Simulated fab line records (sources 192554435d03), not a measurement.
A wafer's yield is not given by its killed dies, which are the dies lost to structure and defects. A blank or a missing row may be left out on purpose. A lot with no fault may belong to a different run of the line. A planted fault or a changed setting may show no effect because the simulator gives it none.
Struck lot and sound lot, side by side || flow n5Finfet || 14 steps out of a route of 1938
Sound: the wafers L403.1, L403.3, L403.5. Struck: wafers L411.2, L411.4 (left out: L411.3, a lot-mate that was not struck); the cause follows at the end.
Order at every step that has rows: each side's tool, ch and its chambers, its first start. Under that, the readings that differ: sound wafers || struck wafers || difference of the means || sigmas: that difference in standard deviations of wafers without a fault.
alike: readings with means less than 2 such deviations apart, plus words and numbers identical on both sides. not compared: withheld readings, readings lacking a value on some wafer, bounds such as >300 that could conceal the same value, and numbers that have no deviation in the record and whose values overlap.
Wherever a step has rows on one side only, a row that says differs or no value, or a row with sigmas, the two part there. Non-overlapping numbers with no deviation appear without sigmas and do not part them. Lack of a reading on every wafer of one side parts them only where that side has two or more wafers.

N5_BEOL_M5_SPUTTER_81: material Cu, target thk 15 nm, time 27.62 s.
  sound on pvdSputter-02, day 9 05:19; struck on pvdSputter-03, day 11 09:41
  alike: throttleValvePct
then, 2 steps without rows for these wafers: N5_BEOL_M5_ANNEAL_82 (time 1800 s); N5_BEOL_M5_SPUTTER_83 (material Cu, target thk 15 nm, time 27.62 s).
N5_BEOL_M5_ANNEAL_84: time 1800 s.
  sound on pvdSputter-02, day 9 06:28; struck on pvdSputter-03, day 11 10:51
  alike: heaterPowerW
N5_BEOL_M5_SPUTTER_88: material Cu, target thk 15 nm, time 27.62 s.
  sound on pvdSputter-02, day 9 07:29; struck on pvdSputter-03, day 11 11:52
  alike: throttleValvePct
then, 1 step without rows for these wafers: N5_BEOL_M5_ANNEAL_89 (time 1800 s).
N5_BEOL_M5_SPUTTER_90: material Cu, target thk 4.5 nm, time 8.29 s.
  sound on pvdSputter-02, day 9 08:34; struck on pvdSputter-03, day 11 12:57
  alike: throttleValvePct
then, 2 steps without rows for these wafers: N5_BEOL_M5_ECD_50 (material Cu, target thk 300 nm); N5_BEOL_M5_ANNEAL_51 (time 90 s).
N5_BEOL_M5_CMP_52: polishes, stops on SiCOH lowk, t overpolish 6.9 s, target thk 62 nm.
  sound on cmp-01 ch 0,1,3, day 9 09:08; struck on cmp-01 ch 0,1, day 11 13:29
{"reading": "barrierFieldEndpointS (s)", "sound": "24.3 23.0 24.3", "struck": "25.8 24.7", "difference": "+1.4", "sigmas": "+2"}
  alike: headPressurePsi, motorCurrentA, overpolishRunS, slurryFilterDpKPa, timeToEndpointS
N5_BEOL_M5_THK_MEAS_53: measures by xrf.
  sound on filmMetro-01, day 9 09:22; struck on filmMetro-01, day 11 13:44
  alike: M5_THK
then, 1 step without rows for these wafers: N5_BEOL_M5_PRE_CLEAN_77 (time 15 s).
N5_BEOL_M5_CO_CAP_78: material Co, precursor CCTBA/H2, target thk 2 nm, time 102.1 s.
  sound on cvdCo-02 ch 0,1, day 9 09:26; struck on cvdCo-02 ch 0,1, day 11 13:49
{"reading": "runLengthS (s)", "sound": "124.8 126.0 125.1", "struck": "208.3 207.9", "difference": "+82.8", "sigmas": "+99 or more"}
{"reading": "model.Co_of_BEOL_M5_CO_CAP_78.thkNm (nm)", "sound": "2 1.8 2", "struck": "3.8 3.8", "difference": "+1.9", "sigmas": ""}
  alike: heaterPowerW
then, 1 step without rows for these wafers: N5_BEOL_M5_PRE_CLEAN_55 (time 15 s).

WHERE THEY PART
Last at N5_BEOL_M5_CO_CAP_78 as far as this record goes, first at N5_BEOL_M5_CMP_52.

WHY: the cause the simulator had injected
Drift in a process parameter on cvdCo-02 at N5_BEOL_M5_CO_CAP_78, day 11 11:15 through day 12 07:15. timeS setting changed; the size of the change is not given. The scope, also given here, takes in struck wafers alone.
